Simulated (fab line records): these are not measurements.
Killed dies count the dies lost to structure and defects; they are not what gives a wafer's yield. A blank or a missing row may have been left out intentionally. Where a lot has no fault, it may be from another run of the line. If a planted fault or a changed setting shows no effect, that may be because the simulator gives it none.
What tool caused it? | flow n5_finfet | 10 lots, 30 wafers sampled, at 6 steps of a route of 1938

## WHAT THE GAUGES READ, wafer by wafer
N5_BEOL_M7_INSPECT_13: inspects for defects (brightfield).
lot  | measured     | on                | raw_defect_count
L759 | day 11 21:52 | defect_inspect-02 | 379 509 425
L762 | day 12 03:47 | defect_inspect-02 | 305 457 475
L760 | day 12 03:58 | defect_inspect-01 | 658 572 595
L763 | day 12 11:35 | defect_inspect-01 | 405 326 378
L770 | day 14 02:48 | defect_inspect-01 | 1580 474 1469
L773 | day 14 10:28 | defect_inspect-01 | 376 443 349
L775 | day 14 14:26 | defect_inspect-01 | 554 598 533
L776 | day 15 21:25 | defect_inspect-01 | 377 406 331
L772 | day 16 00:50 | defect_inspect-02 | 593 532 403
L779 | day 17 07:11 | defect_inspect-01 | 652 523 443

N5_BEOL_M7_CD_MEAS_18: pitch 80 nm, target cd 40 nm.
lot  | measured     | on        | cd_nm (nm)
L759 | day 11 22:34 | cd_sem-03 | 40.2 39.9 39.4
L762 | day 12 04:25 | cd_sem-03 | 39.7 40.2 39.3
L760 | day 12 04:51 | cd_sem-03 | 40.3 39.8 39.7
L763 | day 12 12:09 | cd_sem-01 | 39.7 39.2 39.6
L770 | day 14 03:23 | cd_sem-02 | 40.6 40.1 40.5
L773 | day 14 11:02 | cd_sem-02 | 39.7 39.4 39.3
L775 | day 14 15:00 | cd_sem-01 | 40.5 40.9 40.5
L776 | day 15 22:04 | cd_sem-01 | 39.8 40.4 39.6
L772 | day 16 01:49 | cd_sem-03 | 39.7 39.9 39.7
L779 | day 17 07:55 | cd_sem-01 | 39.7 39.0 39.4

N5_BEOL_M7_INSPECT_30: inspects for defects (brightfield).
lot  | measured     | on                | raw_defect_count
L759 | day 11 23:03 | defect_inspect-01 | 396 524 449
L762 | day 12 05:47 | defect_inspect-02 | 299 474 501
L760 | day 12 05:44 | defect_inspect-01 | 654 572 574
L763 | day 12 14:10 | defect_inspect-02 | 388 326 378
L770 | day 14 05:32 | defect_inspect-01 | 1618 490 1484
L773 | day 14 11:58 | defect_inspect-02 | 375 400 337
L775 | day 14 16:05 | defect_inspect-02 | 537 611 533
L776 | day 16 00:32 | defect_inspect-02 | 406 362 330
L772 | day 16 02:51 | defect_inspect-01 | 558 521 433
L779 | day 17 09:22 | defect_inspect-01 | 651 557 419

## TOOL THAT RAN EACH LOT (tool first, then ch and the chambers of the sampled wafers, then the start)
lot  | N5_BEOL_M7_PECVD_70             | N5_BEOL_M7_HM_DEP_02         | N5_BEOL_M7_ETCH_62
L759 | pecvd-04 ch 0,1, day 11 20:54   | pvd_sputter-02, day 11 21:26 | rie_diel-02 ch 2,3, day 11 22:11
L762 | pecvd-04 ch 0,1,2, day 12 02:56 | pvd_sputter-03, day 12 03:14 | rie_diel-04 ch 0,3, day 12 03:55
L760 | pecvd-04 ch 0,1, day 12 03:12   | pvd_sputter-03, day 12 03:20 | rie_diel-02 ch 1,2,3, day 12 04:29
L763 | pecvd-02 ch 0,1,2, day 12 09:59 | pvd_sputter-01, day 12 11:09 | rie_diel-01 ch 2,3, day 12 11:42
L770 | pecvd-04 ch 0,1,2, day 14 01:41 | pvd_sputter-03, day 14 02:15 | rie_diel-02 ch 0,1,2, day 14 03:01
L773 | pecvd-02 ch 0,1, day 14 08:18   | pvd_sputter-02, day 14 09:55 | rie_diel-02 ch 0,1,2, day 14 10:40
L775 | pecvd-04 ch 1,2, day 14 13:07   | pvd_sputter-02, day 14 13:51 | rie_diel-01 ch 0,3, day 14 14:38
L776 | pecvd-03 ch 0,1,2, day 15 20:13 | pvd_sputter-01, day 15 20:52 | rie_diel-04 ch 1,2,3, day 15 21:32
L772 | pecvd-04 ch 0,1, day 15 23:19   | pvd_sputter-02, day 16 00:17 | rie_diel-04 ch 0,1,2, day 16 01:26
L779 | pecvd-03 ch 0,1,2, day 17 04:46 | pvd_sputter-03, day 17 06:38 | rie_diel-04 ch 0,1,3, day 17 07:20
- N5_BEOL_M7_PECVD_70: deposits SiO2 from TEOS/O2, target thk 20 nm, time 22.7 s.
- N5_BEOL_M7_HM_DEP_02: deposits TiN, target thk 20 nm.
- N5_BEOL_M7_ETCH_62: etches SOC in N2/H2, target depth 110 nm, overetch 22 nm, time 165 s.

## AS READ BY THE TOOLS THEMSELVES (means over the sampled wafers that have a number; for cases with no such wafer, the mark the record gives instead)
N5_BEOL_M7_PECVD_70.
lot  | tool     | chamber_pressure_Torr (Torr) | heater_power_outer_w (W) | heater_power_w (W) | showerhead_plenum_p_Torr (Torr) | throttle_valve_pct (%)
L759 | pecvd-04 | 5.505                        | 430                      | 768                | 8.68                            | 22.4
L762 | pecvd-04 | 5.495                        | 430                      | 784                | 8.74                            | 21.6
L760 | pecvd-04 | 5.488                        | 436                      | 799                | 8.71                            | 22.4
L763 | pecvd-02 | 5.493                        | 429                      | 719                | 8.76                            | 22.4
L770 | pecvd-04 | 5.499                        | 408                      | 755                | 8.74                            | 21.4
L773 | pecvd-02 | 5.501                        | 369                      | 656                | 8.77                            | 22.5
L775 | pecvd-04 | 5.499                        | 383                      | 714                | 8.69                            | 21.6
L776 | pecvd-03 | 5.498                        | 431                      | 688                | 8.71                            | 22.8
L772 | pecvd-04 | 5.496                        | 446                      | 807                | 8.72                            | 22.3
L779 | pecvd-03 | 5.504                        | 411                      | 648                | 8.71                            | 22.8

N5_BEOL_M7_HM_DEP_02.
lot  | tool           | throttle_valve_pct (%)
L759 | pvd_sputter-02 | 29.8
L762 | pvd_sputter-03 | 30.6
L760 | pvd_sputter-03 | 29.1
L763 | pvd_sputter-01 | 29.3
L770 | pvd_sputter-03 | 28.8
L773 | pvd_sputter-02 | 28.5
L775 | pvd_sputter-02 | 30.6
L776 | pvd_sputter-01 | 29.2
L772 | pvd_sputter-02 | 29.2
L779 | pvd_sputter-03 | 28.7

N5_BEOL_M7_ETCH_62.
lot  | tool        | drypump_motor_current_A (A) | oes_product_au (a.u.) | rf_vpp_V (V) | showerhead_plenum_p_Torr (Torr) | throttle_valve_pct (%)
L759 | rie_diel-02 | 5.9                         | 0.72                  | 524.7        | 2.57                            | 17.50
L762 | rie_diel-04 | 5.6                         | 0.66                  | 521.0        | 2.43                            | 17.84
L760 | rie_diel-02 | 5.5                         | 0.73                  | 523.4        | 2.54                            | 17.52
L763 | rie_diel-01 | 5.6                         | 0.66                  | 526.4        | 2.66                            | 17.94
L770 | rie_diel-02 | 5.3                         | 0.73                  | 523.9        | 2.55                            | 17.70
L773 | rie_diel-02 | 5.3                         | 0.72                  | 522.8        | 2.55                            | 17.70
L775 | rie_diel-01 | 5.9                         | 0.60                  | 526.2        | 2.62                            | 18.08
L776 | rie_diel-04 | 6.0                         | 0.67                  | 521.8        | 2.49                            | 17.71
L772 | rie_diel-04 | 5.5                         | 0.68                  | 523.2        | 2.53                            | 17.81
L779 | rie_diel-04 | 5.7                         | 0.62                  | 521.2        | 2.43                            | 17.93

## THE ANSWER, worked out from the rows above alone
Rule: the usual values come from the lots themselves. The widest of any qualifying gaps counts: lots, ordered by their means at a reading, are off when they make up no more than a third of the lots, leave a main group of 4 or more, and stand apart from it by 3 or more times the standard deviation of that group's means. If all means in a main group match to the digits the tables above print for the reading, that group is not used. A lot without any number at a reading at which 4 lots or more have one is off too. Any other lot the step has rows for is counted as sound. The gauges are gone through in route order, then the tools' own readings, and for those a lot's mean is taken as printed above. At the first step where some lot is off, the reading lying furthest off is the one used; lots without a number count as furthest.
Off, at N5_BEOL_M7_INSPECT_13 on raw_defect_count: L770. The main group: mean 467, standard deviation 85.
A tool fits if, at a process step before that reading, it ran every lot that is off, and no sound lot after the first of them. Not tried: the gauges at N5_BEOL_M7_INSPECT_13; whatever is off there is also off at N5_BEOL_M7_PECVD_70, on other tools, and gauge error can't account for it. None of those tried fits.

## WHAT HAD BEEN PUT IN BY THE SIMULATOR
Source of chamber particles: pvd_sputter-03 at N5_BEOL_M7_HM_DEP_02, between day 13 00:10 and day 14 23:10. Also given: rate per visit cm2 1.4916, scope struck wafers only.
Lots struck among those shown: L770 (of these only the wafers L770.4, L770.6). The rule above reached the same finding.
